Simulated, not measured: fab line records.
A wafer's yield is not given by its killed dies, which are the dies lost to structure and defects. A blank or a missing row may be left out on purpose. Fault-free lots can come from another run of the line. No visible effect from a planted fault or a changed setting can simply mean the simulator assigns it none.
Chamber matching ; flow nand harc ; NHARC_A_STAIRCASE_ETCH_292 on rie diel-01 has 4 sister chambers
The step etches the open film in CF4/CHF3. 7 wafers are shown with their chamber, then 7 later ones without.

## WAFERS PAIRED WITH THEIR CHAMBERS
wafer;chamber;showerhead plenum p Torr (Torr);bias w (W)
L077.1;2;1.55;201.6
L079.5;1;1.56;198.9
L086.2;3;1.55;199.5
L086.3;1;1.56;200.2
L086.5;0;1.48;200.2
L091.1;0;1.47;200.3
L091.4;3;1.55;199.3

## WAFERS WITHOUT THEIR CHAMBER
wafer;showerhead plenum p Torr (Torr);bias w (W)
L091.5;1.54;200.4
L092.1;1.55;199.8
L092.3;1.55;200.8
L092.5;1.54;200.4
L095.3;1.47;200.0
L095.5;1.53;200.7
L095.6;1.54;200.8

## THE CHAMBER EACH PASSED THROUGH
wafer;from the rows above;in truth
L091.5;can't be placed: 3 or 2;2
L092.1;can't be placed: 3 or 1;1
L092.3;can't be placed: 2 or 3 or 1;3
L092.5;can't be placed: 3 or 2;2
L095.3;0;0
L095.5;can't be placed: 2 or 3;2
L095.6;can't be placed: 2 or 3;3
1 of 7 placed correctly. From these rows, 6 cannot be placed; in 6 the true chamber is one of the candidates. 0 placed wrongly.
How it was worked out, from the rows above alone: a wafer's distance from a chamber is the root of the sum, over the readings, of the square of ((its reading less the chamber's mean) divided by the reading's scatter). The wafer belongs to the nearest chamber; if the next one is less than 2 further off, it can't be placed. Each chamber's mean is taken over the wafers shown for it. How the scatter is found: for the shown wafers, subtract from each reading the mean of its chamber, square and add these, divide the total by (wafers less chambers), then take the root.
